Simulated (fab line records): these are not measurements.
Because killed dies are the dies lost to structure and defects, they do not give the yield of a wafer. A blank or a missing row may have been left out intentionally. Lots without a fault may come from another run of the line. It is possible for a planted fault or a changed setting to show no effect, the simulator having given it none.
Which tool did it? + flow n5 finfet + Sampling: 12 lots, 34 wafers, 4 of 1938 route steps

WHAT THE GAUGES READ, wafer by wafer
No reading from a measuring or inspecting step in the record can be judged against a usual standard deviation.

WHAT TOOL EACH LOT RAN ON (gives the tool, then ch and the chambers of the sampled wafers, and finally the start)
| lot  | N5_BEOL_M2_SPUTTER_88        | N5_PASSIVATION_DESCUM_32           | N5_PASSIVATION_ETCH_59            | N5_PASSIVATION_PROBE_49 |
|------|------------------------------|------------------------------------|-----------------------------------|-------------------------|
| L335 | pvd sputter-02, day 7 00:58  | rie diel-05 ch 0,1, day 12 09:52   | rie metal-02 ch 0,1, day 12 10:32 | prober-02, day 12 15:11 |
| L336 | pvd sputter-01, day 7 06:08  | rie diel-04 ch 0,1, day 12 06:50   | rie metal-01 ch 0,1, day 12 07:19 | prober-02, day 12 12:17 |
| L337 | pvd sputter-02, day 7 12:43  | rie diel-03 ch 0,1,2, day 12 18:50 | rie metal-03 ch 0,1, day 12 19:21 | prober-01, day 12 23:43 |
| L338 | pvd sputter-01, day 7 12:48  | rie diel-05 ch 0,1, day 12 22:28   | rie metal-03 ch 0, day 12 22:57   | prober-02, day 13 03:29 |
| L339 | pvd sputter-02, day 8 06:20  | rie diel-03 ch 2,3, day 12 23:29   | rie metal-01 ch 0,1, day 13 00:01 | prober-01, day 13 04:25 |
| L340 | pvd sputter-02, day 8 10:06  | rie diel-05 ch 1,2,3, day 13 11:44 | rie metal-03 ch 0,1, day 13 12:14 | prober-02, day 13 16:43 |
| L341 | pvd sputter-03, day 8 11:31  | rie diel-05 ch 2,3, day 13 11:53   | rie metal-02 ch 1, day 13 12:47   | prober-01, day 13 17:35 |
| L347 | pvd sputter-02, day 10 02:06 | rie diel-03 ch 0,1,2, day 15 00:30 | rie metal-01 ch 0, day 15 01:25   | prober-02, day 15 06:06 |
| L348 | pvd sputter-02, day 10 11:40 | rie diel-05 ch 0,1,2, day 16 07:38 | rie metal-03 ch 0,1, day 16 08:07 | prober-02, day 16 13:37 |
| L349 | pvd sputter-02, day 10 13:44 | rie diel-03 ch 1,2,3, day 16 06:07 | rie metal-02 ch 0,1, day 16 06:36 | prober-01, day 16 11:11 |
| L355 | pvd sputter-01, day 11 20:00 | rie diel-05 ch 1,3, day 17 14:40   | rie metal-03 ch 0,1, day 17 15:09 | prober-02, day 17 19:29 |
| L357 | pvd sputter-03, day 13 02:01 | rie diel-05 ch 1, day 18 14:20     | rie metal-03 ch 0,1, day 18 14:50 | prober-02, day 18 19:29 |
- N5_BEOL_M2_SPUTTER_88: material Cu, target thk 4.5 nm, time 8.29 s.
- N5_PASSIVATION_DESCUM_32: chemistry O2, time 7.9 s.
- N5_PASSIVATION_ETCH_59: etches TaN in Cl2/BCl3, target depth 65 nm, time 34.9 s.
- N5_PASSIVATION_PROBE_49

AS READ BY THE TOOLS THEMSELVES (means over the sampled wafers that have a number; for cases with no such wafer, the mark the record gives instead)
N5_BEOL_M2_SPUTTER_88. Usual: chuck sensor temp C -15.8 C, standard deviation 0.54; throttle valve pct 30.3 %, standard deviation 1.3.
| lot  | tool           | chuck sensor temp C (C) | throttle valve pct (%) | flag |
|------|----------------|-------------------------|------------------------|------|
| L335 | pvd sputter-02 | -15.9                   | 29.8                   |      |
| L336 | pvd sputter-01 | -15.0                   | 30.4                   |      |
| L337 | pvd sputter-02 | -15.8                   | 30.9                   |      |
| L338 | pvd sputter-01 | -15.4                   | 29.2                   |      |
| L339 | pvd sputter-02 | -16.0                   | 29.7                   |      |
| L340 | pvd sputter-02 | -15.6                   | 30.3                   |      |
| L341 | pvd sputter-03 | -15.4                   | 31.1                   |      |
| L347 | pvd sputter-02 | -15.9                   | 30.5                   |      |
| L348 | pvd sputter-02 | -15.8                   | 30.9                   |      |
| L349 | pvd sputter-02 | -15.4                   | 31.0                   |      |
| L355 | pvd sputter-01 | -15.2                   | 29.8                   |      |
| L357 | pvd sputter-03 | -15.9                   | 29.5                   |      |

N5_PASSIVATION_DESCUM_32. Usual: drypump motor current A 5.7 A, standard deviation 0.47; oes product au 0.81 a.u., standard deviation 0.084; rf vpp V 243.1 V, standard deviation 1.8; showerhead plenum p Torr 2.11 Torr, standard deviation 0.11; throttle valve pct 20.44 %, standard deviation 0.2.
| lot  | tool        | drypump motor current A (A) | oes product au (a.u.) | rf vpp V (V) | showerhead plenum p Torr (Torr) | throttle valve pct (%) | flag |
|------|-------------|-----------------------------|-----------------------|--------------|---------------------------------|------------------------|------|
| L335 | rie diel-05 | 6.3                         | 0.90                  | 244.4        | 2.18                            | 20.53                  |      |
| L336 | rie diel-04 | 5.1                         | 0.75                  | 241.5        | 2.04                            | 20.49                  |      |
| L337 | rie diel-03 | 5.6                         | 0.78                  | 243.3        | 2.07                            | 20.49                  |      |
| L338 | rie diel-05 | 6.2                         | 0.89                  | 244.6        | 2.15                            | 20.50                  |      |
| L339 | rie diel-03 | 5.3                         | 0.70                  | 242.3        | 2.02                            | 20.40                  |      |
| L340 | rie diel-05 | 6.3                         | 0.79                  | 243.6        | 2.14                            | 20.40                  |      |
| L341 | rie diel-05 | 6.1                         | 0.75                  | 243.6        | 2.12                            | 20.35                  |      |
| L347 | rie diel-03 | 5.6                         | 0.76                  | 242.1        | 2.07                            | 20.53                  |      |
| L348 | rie diel-05 | 6.2                         | 0.79                  | 243.5        | 2.08                            | 20.46                  |      |
| L349 | rie diel-03 | 5.5                         | 0.79                  | 241.1        | 2.00                            | 20.44                  |      |
| L355 | rie diel-05 | 6.3                         | 0.82                  | 244.7        | 2.21                            | 20.56                  |      |
| L357 | rie diel-05 | 6.5                         | 0.83                  | 244.6        | 2.22                            | 20.64                  |      |

N5_PASSIVATION_ETCH_59. Usual: bcl3 flow sccm 29.99 sccm, standard deviation 0.091; bias w 100.03 W, standard deviation 0.3; drypump motor current A 6.0 A, standard deviation 0.35; oes product au 0.79 a.u., standard deviation 0.1; throttle valve pct 21.06 %, standard deviation 0.22.
| lot  | tool         | bcl3 flow sccm (sccm) | bias w (W) | drypump motor current A (A) | oes product au (a.u.) | throttle valve pct (%) | flag |
|------|--------------|-----------------------|------------|-----------------------------|-----------------------|------------------------|------|
| L335 | rie metal-02 | 29.93                 | 100.04     | 6.0                         | 0.67                  | 20.96                  |      |
| L336 | rie metal-01 | 29.98                 | 100.17     | 5.7                         | 0.84                  | 21.02                  |      |
| L337 | rie metal-03 | 29.99                 | 100.04     | 6.4                         | 0.83                  | 21.26                  |      |
| L338 | rie metal-03 | 30.01                 | 99.97      | 6.5                         | 0.88                  | 21.40                  |      |
| L339 | rie metal-01 | 29.88                 | 99.95      | 5.7                         | 0.84                  | 21.02                  |      |
| L340 | rie metal-03 | 30.01                 | 99.90      | 6.3                         | 0.83                  | 21.23                  |      |
| L341 | rie metal-02 | 29.97                 | 100.31     | 6.3                         | 0.63                  | 21.22                  |      |
| L347 | rie metal-01 | 30.09                 | 99.91      | 5.9                         | 0.86                  | 21.01                  |      |
| L348 | rie metal-03 | 30.08                 | 100.42     | 6.2                         | 0.78                  | 21.08                  |      |
| L349 | rie metal-02 | 30.07                 | 100.31     | 6.1                         | 0.97                  | 20.70                  |      |
| L355 | rie metal-03 | 29.92                 | 100.31     | 6.1                         | 0.77                  | 21.08                  |      |
| L357 | rie metal-03 | 30.04                 | 100.25     | 6.2                         | 0.78                  | 21.17                  |      |

N5_PASSIVATION_PROBE_49. Usual: defect limited yield 91.7 %, standard deviation 1.4; killed_at_M0_to_M3 32, standard deviation 9.7; killed_at_M4_up 14, standard deviation 5.5; killed at contacts 13, standard deviation 6.1; killed at front end 35, standard deviation 10; killed at other 4.2, standard deviation 2.9; killed dies 98, standard deviation 17; killed open 63, standard deviation 12; killed short 32, standard deviation 7.7; sort_bin_4_leakage 0.0 %, standard deviation 0.33; sort_bin_5_function 4.8 %, standard deviation 0.9; sort_bin_6_memory 3.1 %, standard deviation 0.63; sort_bin_8_speed 1 %, standard deviation 3.3; sort n pass 1073, standard deviation 41; sort yield pct 91 %, standard deviation 3.5.
| lot  | tool      | defect limited yield (%) | killed_at_M0_to_M3 | killed_at_M4_up | killed at contacts | killed at front end | killed at other | killed dies | killed open | killed short | sort_bin_4_leakage (%) | sort_bin_5_function (%) | sort_bin_6_memory (%) | sort_bin_8_speed (%) | sort n pass | sort yield pct (%) | flag |
|------|-----------|--------------------------|--------------------|-----------------|--------------------|---------------------|-----------------|-------------|-------------|--------------|------------------------|-------------------------|-----------------------|----------------------|-------------|--------------------|------|
| L335 | prober-02 | 91.5                     | 29                 | 12              | 16                 | 40                  | 2.7             | 100         | 65          | 29           | 0.0                    | 5.3                     | 2.6                   | 0                    | 1080        | 91                 |      |
| L336 | prober-02 | 91.3                     | 25                 | 25              | 11                 | 37                  | 5.3             | 103         | 63          | 36           | 0.0                    | 5.1                     | 3.2                   | 0                    | 1077        | 91                 |      |
| L337 | prober-01 | 91.4                     | 42                 | 12              | 12                 | 30                  | 6.3             | 102         | 68          | 30           | 0.0                    | 4.9                     | 3.4                   | 0                    | 1078        | 91                 |      |
| L338 | prober-02 | 89.8                     | 50                 | 12              | 16                 | 38                  | 3.0             | 120         | 79          | 40           | 0.8                    | 6.2                     | 3.7                   | 0                    | 1050        | 89                 |      |
| L339 | prober-01 | 93.0                     | 22                 | 14              | 14                 | 31                  | 1.0             | 82          | 54          | 28           | 0.0                    | 3.9                     | 2.9                   | 0                    | 1098        | 93                 |      |
| L340 | prober-02 | 90.4                     | 33                 | 23              | 9                  | 44                  | 4.3             | 113         | 69          | 43           | 1.2                    | 5.5                     | 3.6                   | 3                    | 1016        | 86                 | OFF  |
| L341 | prober-01 | 92.7                     | 37                 | 10              | 4                  | 32                  | 3.0             | 86          | 48          | 35           | 0.0                    | 4.3                     | 2.6                   | 0                    | 1094        | 93                 |      |
| L347 | prober-02 | 92.2                     | 36                 | 15              | 6                  | 29                  | 7.0             | 92          | 62          | 30           | 0.0                    | 4.2                     | 3.6                   | 0                    | 1088        | 92                 |      |
| L348 | prober-02 | 84.1                     | 123                | 17              | 13                 | 31                  | 4.0             | 187         | 58          | 29           | 0.0                    | 9.1                     | 4.2                   | 0                    | 993         | 84                 | OFF  |
| L349 | prober-01 | 84.5                     | 110                | 13              | 24                 | 30                  | 6.3             | 183         | 59          | 30           | 0.0                    | 10.2                    | 3.4                   | 1                    | 986         | 83                 | OFF  |
| L355 | prober-02 | 93.3                     | 21                 | 10              | 12                 | 27                  | 10.0            | 79          | 54          | 23           | 0.0                    | 4.0                     | 2.4                   | 0                    | 1101        | 93                 |      |
| L357 | prober-02 | 92.4                     | 26                 | 7               | 10                 | 45                  | 2.5             | 90          | 52          | 32           | 0.0                    | 4.6                     | 2.6                   | 0                    | 1090        | 92                 |      |

THE ANSWER, worked out from the rows above alone
Rule: lot off if the mean of its wafers having a number is beyond 3 standard deviations from the usual mean. A lot without any number at a reading at which 4 lots or more have one is off too. All remaining lots with rows at the step are treated as sound. After the gauges, taken in route order, come the tools' own readings; for these a lot's mean is taken, as printed above. At the first step where some lot is off, the reading lying furthest off is the one used; lots without a number count as furthest.
Off: L348, L349, at N5_PASSIVATION_PROBE_49 (killed_at_M0_to_M3).
A tool fits if, at that step or a process step before it, it ran every lot that is off, and no sound lot after the first of them. One candidate fits, namely pvd sputter-02 at N5_BEOL_M2_SPUTTER_88. Its last sound lot is L347 (day 10 02:06), its first lot that is off L348 (day 10 11:40): a fault that began between those two fits.

WHAT THE SIMULATOR HAD INSERTED
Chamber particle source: pvd sputter-02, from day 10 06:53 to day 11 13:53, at N5_BEOL_M2_SPUTTER_88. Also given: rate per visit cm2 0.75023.
Struck lots among those shown: L348, L349. The same result came from the rule above.
